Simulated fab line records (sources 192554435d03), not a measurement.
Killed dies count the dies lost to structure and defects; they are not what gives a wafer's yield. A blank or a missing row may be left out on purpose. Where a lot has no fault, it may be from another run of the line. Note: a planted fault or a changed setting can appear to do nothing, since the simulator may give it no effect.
Chamber matching | flow n5Finfet | cmp-01 running N5_ILD0_CMP_03: 4 sister chambers
The step polishes, stops on SiNx, t overpolish 1.9 s, target thk 197.38 nm. 8 wafers are shown with their chamber, then 7 later ones without.

## WAFERS WITH THEIR CHAMBER
wafer  | chamber | motorCurrentA (A) | overpolishRunS (s)
L078.6 | 3       | 11.1              | 1.892
L079.3 | 2       | 12.4              | 1.898
L079.4 | 0       | 11.9              | 1.884
L080.3 | 2       | 12.0              | 1.892
L080.5 | 1       | 11.9              | 1.903
L080.6 | 0       | 12.6              | 1.914
L085.1 | 3       | 11.2              | 1.899
L085.3 | 1       | 12.2              | 1.890

## WAFERS WITHOUT THEIR CHAMBER
wafer  | motorCurrentA (A) | overpolishRunS (s)
L085.5 | 12.1              | 1.884
L086.2 | 11.3              | 1.902
L086.3 | 11.2              | 1.904
L086.6 | 12.4              | 1.892
L092.1 | 11.3              | 1.891
L092.2 | 11.6              | 1.899
L092.4 | 12.0              | 1.893

## THE CHAMBER EACH PASSED THROUGH
wafer  | from the rows above               | in truth
L085.5 | can't be placed: 2 or 1 or 0      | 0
L086.2 | can't be placed: 3 or 1           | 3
L086.3 | 3                                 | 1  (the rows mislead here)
L086.6 | can't be placed: 2 or 0 or 1      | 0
L092.1 | can't be placed: 3 or 1           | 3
L092.2 | can't be placed: 1 or 3 or 2 or 0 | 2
L092.4 | can't be placed: 1 or 2 or 0      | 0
Correct placement for 0 of the 7. Unplaceable from these rows: 6, with the true chamber sitting among the candidates in 6. Number placed wrongly: 1.
How it was worked out, from the rows above alone: a wafer's distance from a chamber is the root of the sum, over the readings, of the square of ((its reading less the chamber's mean) divided by the reading's scatter). If the next closest chamber is less than 2 further off than the closest, the wafer can't be placed; otherwise it belongs to the closest. For every chamber, the mean is computed from those of its wafers that are shown. The scatter: take each reading less its chamber's mean, square it, sum over the shown wafers, divide by the number of wafers less the number of chambers, and take the root.
